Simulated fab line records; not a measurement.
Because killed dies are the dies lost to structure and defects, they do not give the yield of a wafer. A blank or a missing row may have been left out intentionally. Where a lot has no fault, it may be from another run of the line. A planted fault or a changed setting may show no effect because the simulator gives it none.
Matching of chambers :: flow n5-finfet :: 4 sister chambers for N5_BEOL_M1_ETCH_64 on rie-diel-04
The step etches SOC in N2/H2, target depth 75 nm, overetch 15 nm, time 112.5 s. 8 wafers are shown with their chamber, then 8 later ones without.

## WAFERS PAIRED WITH THEIR CHAMBERS
wafer: L078.4
chamber: 2
showerhead-plenum-p-Torr (Torr): 2.41
throttle-valve-pct (%): 17.72

wafer: L084.2
chamber: 3
showerhead-plenum-p-Torr (Torr): 2.63
throttle-valve-pct (%): 17.97

wafer: L085.2
chamber: 3
showerhead-plenum-p-Torr (Torr): 2.63
throttle-valve-pct (%): 17.95

wafer: L085.6
chamber: 2
showerhead-plenum-p-Torr (Torr): 2.41
throttle-valve-pct (%): 17.76

wafer: L090.3
chamber: 1
showerhead-plenum-p-Torr (Torr): 2.64
throttle-valve-pct (%): 18.22

wafer: L090.4
chamber: 1
showerhead-plenum-p-Torr (Torr): 2.64
throttle-valve-pct (%): 18.23

wafer: L090.6
chamber: 0
showerhead-plenum-p-Torr (Torr): 2.55
throttle-valve-pct (%): 17.62

wafer: L094.3
chamber: 0
showerhead-plenum-p-Torr (Torr): 2.54
throttle-valve-pct (%): 17.63

## WAFERS WITH NO CHAMBER GIVEN
wafer: L094.5
showerhead-plenum-p-Torr (Torr): 2.62
throttle-valve-pct (%): 17.98

wafer: L094.6
showerhead-plenum-p-Torr (Torr): 2.54
throttle-valve-pct (%): 17.62

wafer: L097.1
showerhead-plenum-p-Torr (Torr): 2.40
throttle-valve-pct (%): 17.77

wafer: L097.2
showerhead-plenum-p-Torr (Torr): 2.54
throttle-valve-pct (%): 17.64

wafer: L097.3
showerhead-plenum-p-Torr (Torr): 2.62
throttle-valve-pct (%): 17.99

wafer: L097.4
showerhead-plenum-p-Torr (Torr): 2.63
throttle-valve-pct (%): 18.26

wafer: L097.5
showerhead-plenum-p-Torr (Torr): 2.54
throttle-valve-pct (%): 17.65

wafer: L097.6
showerhead-plenum-p-Torr (Torr): 2.62
throttle-valve-pct (%): 17.97

## THE CHAMBER EACH PASSED THROUGH
wafer: L094.5
from the rows above: 3
in truth: 3

wafer: L094.6
from the rows above: 0
in truth: 0

wafer: L097.1
from the rows above: 2
in truth: 2

wafer: L097.2
from the rows above: 0
in truth: 0

wafer: L097.3
from the rows above: 3
in truth: 3

wafer: L097.4
from the rows above: 1
in truth: 1

wafer: L097.5
from the rows above: 0
in truth: 0

wafer: L097.6
from the rows above: 3
in truth: 3
8 of 8 placed correctly. Number that these rows cannot place: 0. 0 placed wrongly.
How it was worked out, from the rows above alone: a wafer's distance from a chamber is the root of the sum, over the readings, of the square of ((its reading less the chamber's mean) divided by the reading's scatter). The wafer belongs to the nearest chamber; if the next one is less than 2 further off, it can't be placed. For every chamber, the mean is computed from those of its wafers that are shown. The scatter is the square root of a quotient: the sum, over the shown wafers, of each reading's squared deviation from its chamber's mean, divided by wafers minus chambers.
